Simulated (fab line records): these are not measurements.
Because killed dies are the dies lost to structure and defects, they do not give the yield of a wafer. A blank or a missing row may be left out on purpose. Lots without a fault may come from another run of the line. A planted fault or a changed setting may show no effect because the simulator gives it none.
Which tool was responsible?	flow n5_finfet	Sampling: 9 lots, 27 wafers, 5 of 1938 route steps

## WHAT EACH GAUGE READ, for each wafer
N5_BEOL_M4_RC_MEAS_101. Usual: DIBL_N 36.2 mV/V, standard deviation 1.2; DIBL_P 36.3 mV/V, standard deviation 1.3; IOFF_N 0.155 nA/um, standard deviation 0.019; IOFF_P 0.210 nA/um, standard deviation 0.029; ION_N 677 uA/um, standard deviation 8.6; ION_P 465 uA/um, standard deviation 6.8; SS_N 71.4 mV/dec, standard deviation 0.48; SS_P 73.2 mV/dec, standard deviation 0.53; VT_N 249.9 mV, standard deviation 2.4; VT_P -250 mV, standard deviation 3.2.
lot	measured	on	DIBL_N (mV/V)	DIBL_P (mV/V)	IOFF_N (nA/um)	IOFF_P (nA/um)	ION_N (uA/um)	ION_P (uA/um)	SS_N (mV/dec)	SS_P (mV/dec)	VT_N (mV)	VT_P (mV)	flag
L393	day 7 14:26	prober-02	36.5 36.3 37.5	36.8 36.4 37.9	0.157 0.153 0.178	0.199 0.198 0.220	672 673 685	464 459 469	71.7 71.1 71.9	72.9 73.6 72.6	250.5 251.6 249.3	-252 -250 -250	
L401	day 10 17:23	prober-02	35.4 36.1 35.5	35.1 35.5 35.5	0.155 0.165 0.158	0.235 0.245 0.257	679 683 671	473 477 474	71.8 71.8 71.6	73.3 73.4 73.4	247.3 248.0 248.7	-246 -244 -244	
L403	day 11 05:05	prober-01	34.4 36.1 37.6	33.4 36.1 37.4	0.117 0.154 0.181	0.192 0.227 0.253	669 680 684	470 474 470	70.6 71.4 71.6	72.5 73.4 74.0	253.2 250.9 246.6	-245 -247 -247	
L404	day 11 13:34	prober-01	35.5 37.7 35.9	35.8 37.8 35.3	0.165 0.204 0.152	0.222 0.267 0.218	687 678 678	467 470 469	71.0 71.8 71.9	73.1 73.8 73.3	245.4 246.3 252.4	-249 -248 -250	
L407	day 12 09:59	prober-02	35.4 34.9 35.6	37.3 36.4 37.5	0.158 0.147 0.172	0.225 0.215 0.238	674 675 680	462 469 472	71.5 71.8 70.5	74.0 73.4 73.7	251.2 249.0 248.5	-249 -249 -246	
L408	day 12 01:39	prober-01	37.0 36.3 36.7	37.8 37.1 37.1	0.187 0.175 0.172	0.269 0.266 0.257	680 696 686	469 479 478	71.5 71.9 71.8	74.1 73.7 73.1	245.6 247.8 245.8	-244 -247 -246	
L409	day 12 16:52	prober-01	34.9 35.5 35.7	35.2 36.2 36.4	0.129 0.147 0.152	0.162 0.182 0.187	666 669 672	449 455 453	71.6 71.6 72.4	72.5 73.1 73.1	256.9 251.4 251.7	-258 -253 -254	
L411	day 12 18:44	prober-02	36.5 35.7 36.0	37.6 36.6 37.3	0.155 0.142 0.145	0.216 0.194 0.219	672 676 676	464 464 463	70.9 71.5 71.8	73.4 73.3 73.5	250.2 251.9 251.1	-248 -251 -248	
L416	day 14 10:47	prober-02	35.4 36.9 37.4	33.4 35.5 36.0	0.128 0.159 0.164	0.159 0.188 0.199	657 673 674	451 459 458	70.9 71.7 71.9	72.4 72.8 73.6	252.2 250.4 249.7	-254 -251 -252	

## WHAT TOOL EACH LOT RAN ON (gives the tool, then ch and the chambers of the sampled wafers, and finally the start)
lot	N5_BEOL_M1_ETCH_63	N5_BEOL_M1_COAT_22	N5_BEOL_M1_DESCUM_33	N5_BEOL_M1_ETCH_77
L393	rie_diel-03 ch 1,3, day 6 03:54	litho_track-01 ch 0, day 6 04:20	rie_diel-06 ch 1,2,3, day 6 04:44	rie_diel-06 ch 1,2,3, day 6 04:46
L401	rie_diel-05 ch 0,2, day 8 16:17	litho_track-02 ch 0, day 8 16:42	rie_diel-05 ch 0,2,3, day 8 17:10	rie_diel-05 ch 0,2,3, day 8 17:11
L403	rie_diel-06 ch 0,2, day 8 16:34	litho_track-03 ch 0, day 8 16:59	rie_diel-06 ch 0,2, day 8 17:54	rie_diel-06 ch 0,2, day 8 17:56
L404	rie_diel-05 ch 0,1,3, day 8 16:58	litho_track-02 ch 0, day 8 17:23	rie_diel-06 ch 0,1,2, day 8 18:01	rie_diel-06 ch 0,1,2, day 8 18:02
L407	rie_diel-03 ch 1,2,3, day 9 18:50	litho_track-03 ch 0, day 9 19:16	rie_diel-03 ch 1,2,3, day 9 19:49	rie_diel-03 ch 1,2,3, day 9 19:51
L408	rie_diel-06 ch 0,2, day 9 19:36	litho_track-02 ch 0, day 9 20:04	rie_diel-06 ch 0,3, day 9 20:35	rie_diel-06 ch 0,3, day 9 20:37
L409	rie_diel-05 ch 0,2,3, day 10 00:41	litho_track-01 ch 0, day 10 01:07	rie_diel-03 ch 0,1,2, day 10 01:38	rie_diel-03 ch 0,1,2, day 10 01:40
L411	rie_diel-06 ch 2,3, day 10 12:17	litho_track-02 ch 0, day 10 12:47	rie_diel-05 ch 0,1,2, day 10 13:19	rie_diel-05 ch 0,1,2, day 10 13:20
L416	rie_diel-06 ch 1,3, day 11 21:59	litho_track-03 ch 0, day 11 22:25	rie_diel-03 ch 0,1,2, day 11 22:49	rie_diel-03 ch 0,1,2, day 11 22:50
- N5_BEOL_M1_ETCH_63: etches SiARC in CF4, target depth 15.6 nm, time 26 s.
- N5_BEOL_M1_COAT_22: resist thk 30 nm.
- N5_BEOL_M1_DESCUM_33: chemistry O2, time 7 s.
- N5_BEOL_M1_ETCH_77: etches underlayer in N2/H2, target depth 6.5 nm, time 5.2 s.

## WHAT THE TOOLS THEMSELVES READ (means of the sampled wafers that have a number; where no wafer has one, the mark that the record gives instead)
N5_BEOL_M1_ETCH_63. Usual: value, then standard deviation, for each; cf4_flow_sccm 100.0 sccm / 0.31; drypump_motor_current_A 5.4 A / 0.36; etch_rf_on_time_s 25.9 s / 0.47; oes_product_au 0.69 a.u. / 0.077; rf_vpp_V 184.1 V / 1.1; showerhead_plenum_p_Torr 2.15 Torr / 0.054; throttle_valve_pct 15.61 % / 0.24.
lot	tool	cf4_flow_sccm (sccm)	drypump_motor_current_A (A)	etch_rf_on_time_s (s)	oes_product_au (a.u.)	rf_vpp_V (V)	showerhead_plenum_p_Torr (Torr)	throttle_valve_pct (%)	flag
L393	rie_diel-03	100.2	5.4	25.7	0.68	184.4	2.16	15.67	
L401	rie_diel-05	100.1	5.5	26.0	0.66	184.7	2.15	15.91	
L403	rie_diel-06	100.3	5.7	25.7	0.65	183.1	2.15	15.73	
L404	rie_diel-05	99.9	5.1	26.2	0.66	183.1	2.12	15.55	
L407	rie_diel-03	100.0	5.4	26.2	0.64	184.3	2.17	15.59	
L408	rie_diel-06	99.7	5.5	25.9	0.63	184.3	2.13	15.82	
L409	rie_diel-05	100.0	5.4	26.2	0.64	184.3	2.14	15.76	
L411	rie_diel-06	99.8	5.6	25.1	0.71	183.8	2.13	15.63	
L416	rie_diel-06	100.0	5.3	25.4	0.79	183.5	2.16	15.46	

N5_BEOL_M1_COAT_22. Usual: dispense_pressure_kPa 51.8 kPa, standard deviation 2.3; spin_speed_rpm 1500.0 rpm, standard deviation 1.1.
lot	tool	dispense_pressure_kPa (kPa)	spin_speed_rpm (rpm)	flag
L393	litho_track-01	54.5	1500.3	
L401	litho_track-02	52.1	1499.1	
L403	litho_track-03	48.9	1502.0	
L404	litho_track-02	52.1	1501.2	
L407	litho_track-03	48.9	1499.2	
L408	litho_track-02	52.1	1543.6	OFF
L409	litho_track-01	54.5	1499.3	
L411	litho_track-02	52.1	1544.1	OFF
L416	litho_track-03	48.9	1500.0	

N5_BEOL_M1_DESCUM_33. Usual: drypump_motor_current_A 5.4 A, standard deviation 0.38; oes_product_au 0.78 a.u., standard deviation 0.077; rf_vpp_V 243.1 V, standard deviation 1; showerhead_plenum_p_Torr 2.09 Torr, standard deviation 0.046; throttle_valve_pct 20.43 %, standard deviation 0.23.
lot	tool	drypump_motor_current_A (A)	oes_product_au (a.u.)	rf_vpp_V (V)	showerhead_plenum_p_Torr (Torr)	throttle_valve_pct (%)	flag
L393	rie_diel-06	5.6	0.73	242.7	2.05	20.59	
L401	rie_diel-05	5.4	0.76	243.3	2.09	20.52	
L403	rie_diel-06	5.7	0.76	244.2	2.10	20.57	
L404	rie_diel-06	5.6	0.83	243.0	2.14	20.46	
L407	rie_diel-03	5.5	0.75	244.4	2.12	20.34	
L408	rie_diel-06	5.3	0.89	243.2	2.06	20.48	
L409	rie_diel-03	5.7	0.80	243.1	2.11	20.19	
L411	rie_diel-05	5.2	0.78	242.8	2.06	20.55	
L416	rie_diel-03	5.7	0.79	243.9	2.10	20.19	

N5_BEOL_M1_ETCH_77. Usual: drypump_motor_current_A 5.4 A, standard deviation 0.38; etch_rf_on_time_s 5.20 s, standard deviation 0.094; oes_product_au 0.66 a.u., standard deviation 0.067; rf_vpp_V 524.0 V, standard deviation 1.9; showerhead_plenum_p_Torr 2.54 Torr, standard deviation 0.056; throttle_valve_pct 17.85 %, standard deviation 0.25.
lot	tool	drypump_motor_current_A (A)	etch_rf_on_time_s (s)	oes_product_au (a.u.)	rf_vpp_V (V)	showerhead_plenum_p_Torr (Torr)	throttle_valve_pct (%)	flag
L393	rie_diel-06	5.6	5.23	0.62	522.9	2.49	17.99	
L401	rie_diel-05	5.4	5.16	0.64	524.4	2.54	17.93	
L403	rie_diel-06	5.7	5.16	0.65	522.4	2.55	17.98	
L404	rie_diel-06	5.6	5.20	0.70	526.0	2.60	17.88	
L407	rie_diel-03	5.4	5.19	0.65	524.9	2.57	17.82	
L408	rie_diel-06	5.3	5.10	0.76	522.4	2.50	17.82	
L409	rie_diel-03	5.7	5.20	0.68	524.2	2.56	17.61	
L411	rie_diel-05	5.2	5.12	0.67	522.6	2.51	17.95	
L416	rie_diel-03	5.7	5.22	0.68	523.6	2.55	17.63	

## THE ANSWER, worked out from the rows above alone
Rule: a lot is off if the mean of its wafers that have a number lies more than 3 standard deviations from the usual mean. Also off: a lot with no number at a reading for which 4 or more lots have one. Where the step has rows for the other lots, those lots are counted as sound. After the gauges, taken in route order, come the tools' own readings; for these a lot's mean is taken, as printed above. At the first step where some lot is off, the reading lying furthest off is the one used; lots without a number count as furthest.
Off: L408, L411 (N5_BEOL_M1_COAT_22, spin_speed_rpm).
If a tool, at that step or one of the process steps before it, ran each lot that is off and ran no sound lot following the first of them, it fits. One candidate fits, namely litho_track-02 at N5_BEOL_M1_COAT_22. Its last sound lot is L404 (day 8 17:23), its first lot that is off L408 (day 9 20:04): a fault that began between those two fits.
The tool's own readings at N5_BEOL_M1_COAT_22 bear it out: on the lots that are off they differ by more than 5 times the standard deviation of the sound lots' means. spin_speed_rpm reads 1543.8 rpm there against 1500.2 rpm on the sound lots.

## WHAT THE SIMULATOR HAD INSERTED
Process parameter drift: litho_track-02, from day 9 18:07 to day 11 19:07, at N5_BEOL_M1_COAT_22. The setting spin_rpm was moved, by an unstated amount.
Shown lots that were struck: L408, L411. Same finding as the rule above.
